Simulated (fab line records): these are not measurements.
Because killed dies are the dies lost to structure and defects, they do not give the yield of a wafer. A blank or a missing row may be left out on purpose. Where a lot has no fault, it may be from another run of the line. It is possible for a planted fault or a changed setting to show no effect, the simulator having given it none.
One fault through the eyes of 3 desks :: flow n5Finfet :: each desk has only its own numbers; what lay behind them comes last

THE DEFECT DESK
Lot by lot, what the route's inspections counted, given as the mean of those sampled wafers with a number. Marked OUT: a lot whose mean sits more than 4 standard deviations from the usual mean, which makes it out of limits; the brackets give that distance.
Columns: A = rawDefectCount at N5_HKMG_FIN_INSPECT_61, usual 2.2
lot: L567
first seen here: day 4 15:59
A: 3.3

lot: L572
first seen here: day 5 18:32
A: 1.0

lot: L574
first seen here: day 6 04:45
A: 2.5

lot: L579
first seen here: day 7 11:53
A: 3.0

lot: L581
first seen here: day 7 22:59
A: 2.7

lot: L582
first seen here: day 8 08:13
A: 3.7
Result from this desk: across the 6 lots, nothing is out of limits.

THE TOOL OWNER'S DESK: rieDiel-04
The tool's own readings at N5_HKMG_FIN_ETCH_58 (etches SOC in N2/H2, target depth 215.8 nm, time 741 s): means of the sampled wafers that have a number, for each lot that ran on this tool. Marked OUT: a lot whose mean sits more than 4 standard deviations from the usual mean, which makes it out of limits; the brackets give that distance.
Columns: A = drypumpMotorCurrentA at N5_HKMG_FIN_ETCH_58, usual 5.5 A; B = oesProductAu at N5_HKMG_FIN_ETCH_58, usual 0.82 a.u.; C = rfFwdPowerW at N5_HKMG_FIN_ETCH_58, usual 874.2 W; D = rfVppV at N5_HKMG_FIN_ETCH_58, usual 99.2 V; E = runLengthS at N5_HKMG_FIN_ETCH_58, usual 764.1 s; F = showerheadPlenumPTorr at N5_HKMG_FIN_ETCH_58, usual 2.56 Torr; G = throttleValvePct at N5_HKMG_FIN_ETCH_58, usual 17.90 %
lot: L567
first seen here: day 4 16:23
A: 5.5
B: 0.86
C: 875.3
D: 99.4
E: 764.4
F: 2.61
G: 18.05

lot: L572
first seen here: day 5 18:52
A: 5.4
B: 0.85
C: -
D: 99.8
E: 647.2 (-99 or more) OUT
F: 2.58
G: 17.84

lot: L574
first seen here: day 6 05:14
A: 5.4
B: 0.84
C: -
D: 99.2
E: 647.2 (-99 or more) OUT
F: 2.58
G: 17.86
This desk's finding: out of limits on L572, L574; first on L572, day 5 18:52 (runLengthS at N5_HKMG_FIN_ETCH_58). In limits: L567.

METROLOGY DESK
What the gauges read, lot by lot, whatever tool the lot ran on: means of the sampled wafers that have a number. Marked OUT: a lot whose mean sits more than 4 standard deviations from the usual mean, which makes it out of limits; the brackets give that distance. Readings shown: 7 of its 12, picked as those furthest out on some lot.
Columns: A = cdNm at N5_HKMG_FIN_CD_MEAS_49, usual 202.1 nm; B = DIBL_N at N5_BEOL_M4_RC_MEAS_101, usual 36.4 mV/V; C = DIBL_P at N5_BEOL_M4_RC_MEAS_101, usual 36.4 mV/V; D = IOFF_N at N5_BEOL_M4_RC_MEAS_101, usual 0.164 nA/um; E = ION_N at N5_BEOL_M4_RC_MEAS_101, usual 675 uA/um; F = SS_N at N5_BEOL_M4_RC_MEAS_101, usual 71.5 mV/dec; G = VT_N at N5_BEOL_M4_RC_MEAS_101, usual 249.2 mV
lot: L567
first seen here: day 4 15:56
A: 202.1
B: 36.0
C: 37.2
D: 0.170
E: 685
F: 72.0
G: 249.6

lot: L572
first seen here: day 5 18:29
A: 202.1
B: 38.0
C: 38.1
D: 0.188
E: 679
F: 71.8
G: 246.1

lot: L574
first seen here: day 6 04:42
A: 201.4
B: 38.5
C: 35.9
D: 0.177
E: 674
F: 71.9
G: 247.9

lot: L579
first seen here: day 7 11:50
A: 202.6
B: 37.1
C: 38.8
D: 0.187
E: 675
F: 71.9
G: 248.8

lot: L581
first seen here: day 7 22:56
A: 201.8
B: 35.4
C: 35.2
D: 0.159
E: 681
F: 70.5
G: 248.5

lot: L582
first seen here: day 8 08:10
A: 202.4
B: 37.2
C: 37.7
D: 0.206
E: 690
F: 72.0
G: 244.9
Result from this desk: across the 6 lots, nothing is out of limits.

TAKEN TOGETHER
The tool owner's desk could have raised an alarm at day 5 18:52, on L572, L574.
Nothing the defect desk looked at was out of limits.
Metrology desk: nothing out of limits seen.
The defect desk has L572, L574 on record, within its limits.
The metrology desk holds a record of L572, L574, inside its limits.
All the named lots went through N5_HKMG_FIN_ETCH_58 on rieDiel-04.

WHAT HAD BEEN PUT IN BY THE SIMULATOR
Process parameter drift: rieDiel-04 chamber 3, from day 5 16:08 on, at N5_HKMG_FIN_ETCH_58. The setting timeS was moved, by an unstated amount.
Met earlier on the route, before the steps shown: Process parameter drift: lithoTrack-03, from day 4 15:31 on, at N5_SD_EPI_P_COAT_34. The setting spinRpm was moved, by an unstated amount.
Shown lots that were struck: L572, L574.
Time in hours from fault onset to the first out-of-limits reading at each desk: the tool owner's desk, 3.
